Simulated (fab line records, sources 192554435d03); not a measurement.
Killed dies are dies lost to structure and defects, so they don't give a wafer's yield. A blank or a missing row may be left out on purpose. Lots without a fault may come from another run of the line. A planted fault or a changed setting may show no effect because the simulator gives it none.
Which tool did it? | flow n5_finfet | 12 lots, 36 wafers sampled, at 3 steps of a route of 1938

WHAT THE GAUGES READ, wafer by wafer
N5_BEOL_M15_RS_MEAS_54: measures by four-point-probe.
lot  | measured     | on            | M15_RS (ohm/sq)
L076 | day 10 12:04 | film_metro-01 | 0.0210 0.0210 0.0214
L077 | day 11 08:05 | film_metro-01 | 0.0209 0.0213 0.0214
L079 | day 11 23:43 | film_metro-01 | 0.0214 0.0211 0.0215
L085 | day 15 05:17 | film_metro-02 | 0.0206 0.0215 0.0217
L080 | day 15 12:52 | film_metro-01 | 0.0215 0.0217 0.0216
L084 | day 15 15:52 | film_metro-02 | 0.0217 0.0218 0.0213
L087 | day 16 02:47 | film_metro-01 | 0.0215 0.0215 0.0222
L090 | day 16 17:40 | film_metro-02 | 0.0216 0.0214 0.0214
L092 | day 16 20:39 | film_metro-02 | 0.0207 0.0213 0.0205
L095 | day 17 04:14 | film_metro-01 | 0.0211 0.0217 0.0211
L096 | day 17 20:29 | film_metro-01 | 0.0222 0.0217 0.0217
L097 | day 18 10:25 | film_metro-02 | 0.0216 0.0211 0.0219

WHICH TOOL RAN EACH LOT (tool, then ch and the chambers of the sampled wafers, then the start)
lot  | N5_BEOL_M15_DEGAS_41         | N5_BEOL_M15_SPUTTER_45
L076 | pvd_sputter-01, day 10 10:18 | pvd_sputter-01, day 10 10:32
L077 | pvd_sputter-03, day 11 06:44 | pvd_sputter-03, day 11 07:00
L079 | pvd_sputter-02, day 11 22:23 | pvd_sputter-02, day 11 22:38
L085 | pvd_sputter-02, day 15 03:58 | pvd_sputter-02, day 15 04:12
L080 | pvd_sputter-01, day 15 11:28 | pvd_sputter-01, day 15 11:44
L084 | pvd_sputter-02, day 15 14:14 | pvd_sputter-02, day 15 14:29
L087 | pvd_sputter-03, day 16 01:27 | pvd_sputter-03, day 16 01:41
L090 | pvd_sputter-02, day 16 16:21 | pvd_sputter-02, day 16 16:35
L092 | pvd_sputter-03, day 16 19:20 | pvd_sputter-03, day 16 19:34
L095 | pvd_sputter-01, day 17 02:55 | pvd_sputter-01, day 17 03:09
L096 | pvd_sputter-01, day 17 19:08 | pvd_sputter-01, day 17 19:23
L097 | pvd_sputter-03, day 18 08:59 | pvd_sputter-03, day 18 09:14
- N5_BEOL_M15_DEGAS_41: time 60 s.
- N5_BEOL_M15_SPUTTER_45: material Cu, target thk 100 nm, time 16.67 s.

THE ANSWER, worked out from the rows above alone
Rule: what is usual is taken from the lots themselves. Put in order of their means at a reading, lots are off if they are a third of the lots or fewer, leave a main group of 4 or more, and stand apart from it by a gap of 3 or more times the standard deviation of the main group's means; of several such gaps the widest counts. A main group whose means are all the same, to the digits that the tables above print for the reading, isn't used. A lot without any number at a reading at which 4 lots or more have one is off too. The other lots that the step has rows for count as sound.
No lot is off at any reading shown: from this, nothing can be told.

WHAT THE SIMULATOR HAD PUT IN
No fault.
